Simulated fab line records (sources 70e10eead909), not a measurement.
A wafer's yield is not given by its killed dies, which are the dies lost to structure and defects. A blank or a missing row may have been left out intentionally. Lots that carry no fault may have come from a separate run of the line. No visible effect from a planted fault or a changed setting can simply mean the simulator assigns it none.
One fault seen from 3 desks	flow nand-harc	every desk sees just its own numbers, and what lay behind them comes last

== FROM THE METROLOGY DESK ==
Lot by lot, what the gauges showed, no matter which tool ran the lot: averages of those sampled wafers that carry a number. Any lot whose mean is over 4 standard deviations away from the usual mean is out of limits and marked OUT; that distance is given in the brackets.
Columns: A = thk-nm at NHARC_A_M1_THK_MEAS_24, usual 154.7 nm
lot	first seen here	A
L765	day 18 05:21	155.9
L769	day 18 07:11	154.8
L766	day 18 07:41	155.2
L779	day 21 17:06	155.8
L777	day 22 01:43	154.4
L778	day 22 02:10	152.9
L781	day 22 08:01	154.6
L784	day 22 10:39	153.6
L786	day 22 17:34	154.8
L783	day 23 03:38	155.6
L780	day 23 03:52	153.2
L788	day 23 11:55	153.1
This desk found nothing out of limits on any of the 12 lots.

== THE DEFECT DESK ==
Lot by lot, what the route's inspections counted, given as the mean of those sampled wafers with a number. Any lot whose mean is over 4 standard deviations away from the usual mean is out of limits and marked OUT; that distance is given in the brackets.
Columns: A = raw-defect-count at NHARC_A_M1_INSPECT_27, usual 477
lot	first seen here	A
L765	day 18 05:32	556
L769	day 18 07:20	373
L766	day 18 07:51	374
L779	day 21 17:16	515
L777	day 22 01:52	308
L778	day 22 02:19	449
L781	day 22 08:11	528
L784	day 22 10:49	640
L786	day 22 17:44	398
L783	day 23 03:47	633
L780	day 23 04:01	644
L788	day 23 12:04	336
This desk found nothing out of limits on any of the 12 lots.

== THE TOOL OWNER'S DESK: pvd-sputter-01 ==
The tool's own readings at NHARC_THIN_TSV_PVD_19 (deposits TaN, target thk 20 nm): means of the sampled wafers that have a number, for each lot that ran on this tool. Any lot whose mean is over 4 standard deviations away from the usual mean is out of limits and marked OUT; that distance is given in the brackets.
Columns: A = throttle-valve-pct at NHARC_THIN_TSV_PVD_19, usual 29.6 %
lot	first seen here	A
L766	day 19 08:15	29.8
L777	day 23 01:43	29.4
This desk found nothing out of limits on any of the 2 lots.

== BROUGHT TOGETHER ==
Metrology desk: nothing out of limits seen.
No out-of-limits result turned up at the defect desk.
Nothing out of limits was seen by the tool owner's desk.

== WHAT THE SIMULATOR PUT IN ==
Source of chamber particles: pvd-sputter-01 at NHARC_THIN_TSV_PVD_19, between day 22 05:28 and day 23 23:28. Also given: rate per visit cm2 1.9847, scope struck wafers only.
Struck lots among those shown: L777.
